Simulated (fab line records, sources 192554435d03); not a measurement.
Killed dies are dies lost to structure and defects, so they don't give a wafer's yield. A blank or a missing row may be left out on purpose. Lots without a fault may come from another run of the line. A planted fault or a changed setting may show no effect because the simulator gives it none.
One fault seen from 2 desks | flow n5_finfet | each desk has only its own numbers; what lay behind them comes last

THE METROLOGY DESK
What the gauges read, lot by lot, whatever tool the lot ran on: means of the sampled wafers that have a number. A lot is out of limits, marked OUT, if its mean lies more than 4 standard deviations from the usual mean; the brackets give that distance.
Columns: A = cd_nm at N5_BEOL_M6_CD_MEAS_35, usual 39.9 nm; B = M6_THK at N5_BEOL_M6_THK_MEAS_53, usual 81.5 nm
lot  | first seen here | A    | B
L600 | day 8 10:13     | 40.1 | 84.2
L602 | day 8 16:28     | 40.2 | 79.3
L603 | day 9 15:19     | 40.2 | 81.1
L604 | day 10 01:57    | 40.3 | 81.5
L605 | day 10 11:53    | 40.1 | 82.4
L609 | day 11 02:52    | 39.3 | 81.5
L607 | day 11 14:17    | 40.5 | 82.2
L608 | day 11 14:49    | 39.5 | 81.4
L611 | day 12 12:16    | 39.2 | 84.1
L613 | day 13 00:44    | 40.4 | 80.6
L617 | day 13 22:19    | 39.9 | 79.5
L621 | day 14 13:15    | 39.6 | 82.0
This desk's finding: nothing out of limits on any of the 12 lots.

THE TOOL OWNER'S DESK: litho_track-05
The tool's own readings at N5_BEOL_M7_COAT_05 (resist thk 90 nm): means of the sampled wafers that have a number, for each lot that ran on this tool. A lot is out of limits, marked OUT, if its mean lies more than 4 standard deviations from the usual mean; the brackets give that distance.
Columns: A = exhaust_pa at N5_BEOL_M7_COAT_05, usual 45.0 Pa; B = spin_speed_rpm at N5_BEOL_M7_COAT_05, usual 1500.1 rpm
lot  | first seen here | A    | B
L600 | day 8 13:56     | 46.0 | 1499.2
L602 | day 8 22:56     | 45.4 | 1500.3
L608 | day 11 21:04    | 45.0 | 1499.0
L617 | day 14 02:10    | 44.7 | 1551.4 (+43) OUT
L621 | day 14 17:08    | 44.9 | 1550.4 (+42) OUT
This desk's finding: out of limits on L617, L621; first on L617, day 14 02:10 (spin_speed_rpm at N5_BEOL_M7_COAT_05). In limits: L600, L602, L608.

PUT TOGETHER
The tool owner's desk could have raised an alarm at day 14 02:10, on L617, L621.
The metrology desk saw nothing out of limits.
The metrology desk has L617, L621 on record, within its limits.
Of the lots named, all ran N5_BEOL_M7_COAT_05 on litho_track-05.

WHAT THE SIMULATOR HAD PUT IN
Process parameter drift: litho_track-05, from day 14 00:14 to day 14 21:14, at N5_BEOL_M7_COAT_05. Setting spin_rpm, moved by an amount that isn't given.
Lots struck among those shown: L617, L621.
Hours from the fault's start to each desk's first reading out of limits: the tool owner's desk, 2.
